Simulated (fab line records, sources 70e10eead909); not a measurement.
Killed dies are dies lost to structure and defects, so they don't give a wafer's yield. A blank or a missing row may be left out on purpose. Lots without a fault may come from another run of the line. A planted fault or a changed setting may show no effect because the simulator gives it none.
Chamber matching | flow nand_harc | NHARC_THIN_TSV_DEP_43 on pecvd-04: 3 sister chambers
The step deposits SiO2, target thk 1328.5 nm. 18 wafers are shown with their chamber, then 9 later ones without.

WAFERS WITH THEIR CHAMBER
wafer  | chamber | throttle_valve_pct (%) | flow_sccm (sccm)
L317.2 | 1       | 16.8                   | 2641
L317.5 | 2       | 15.5                   | 2642
L317.6 | 1       | 16.6                   | 2648
L319.1 | 0       | 15.1                   | 2658
L319.2 | 1       | 16.4                   | 2646
L319.6 | 1       | 16.7                   | 2650
L321.2 | 1       | 16.8                   | 2643
L321.3 | 2       | 15.8                   | 2637
L321.4 | 0       | 15.4                   | 2634
L328.1 | 2       | 15.7                   | 2643
L328.3 | 1       | 15.5                   | 2670
L328.6 | 1       | 15.8                   | 2646
L327.2 | 1       | 15.8                   | 2644
L327.4 | 1       | 15.5                   | 2652
L327.5 | 0       | 14.9                   | 2662
L329.2 | 0       | 15.1                   | 2656
L329.4 | 1       | 15.7                   | 2650
L329.5 | 2       | 15.9                   | 2643

SIGNATURES (means of the wafers above)
reading            | chamber 0 | chamber 1 | chamber 2 | scatter within a chamber
throttle_valve_pct | 15.125    | 16.160    | 15.725    | 0.441
flow_sccm          | 2652.50   | 2649.00   | 2641.25   | 8.55
Rule: a wafer's distance from a chamber is the root of the sum, over the readings, of the square of ((its reading less the chamber's mean) divided by the reading's scatter). The wafer belongs to the nearest chamber; if the next one is less than 2 further off, it can't be placed. The scatter: the root of (the sum of the squares of (reading less its chamber's mean) over the shown wafers, divided by (wafers less chambers)).

WAFERS WITHOUT THEIR CHAMBER
wafer  | throttle_valve_pct (%) | flow_sccm (sccm)
L330.1 | 15.6                   | 2652
L330.3 | 16.0                   | 2663
L330.4 | 15.1                   | 2651
L336.4 | 15.9                   | 2646
L336.5 | 15.7                   | 2647
L336.6 | 15.1                   | 2645
L339.1 | 16.0                   | 2648
L339.4 | 16.0                   | 2653
L339.6 | 16.0                   | 2651

WHICH CHAMBER EACH WENT THROUGH
wafer  | from the rows above          | in truth
L330.1 | can't be placed: 0 or 2 or 1 | 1
L330.3 | can't be placed: 1 or 0 or 2 | 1
L330.4 | can't be placed: 0 or 2      | 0
L336.4 | can't be placed: 2 or 1 or 0 | 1
L336.5 | can't be placed: 2 or 1 or 0 | 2
L336.6 | can't be placed: 0 or 2 or 1 | 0
L339.1 | can't be placed: 1 or 2 or 0 | 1
L339.4 | can't be placed: 1 or 2 or 0 | 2
L339.6 | can't be placed: 1 or 2 or 0 | 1
Placed correctly: 0 of 9. Can't be placed from these rows: 9 (the true chamber is among the candidates in 9). Placed wrongly: 0.
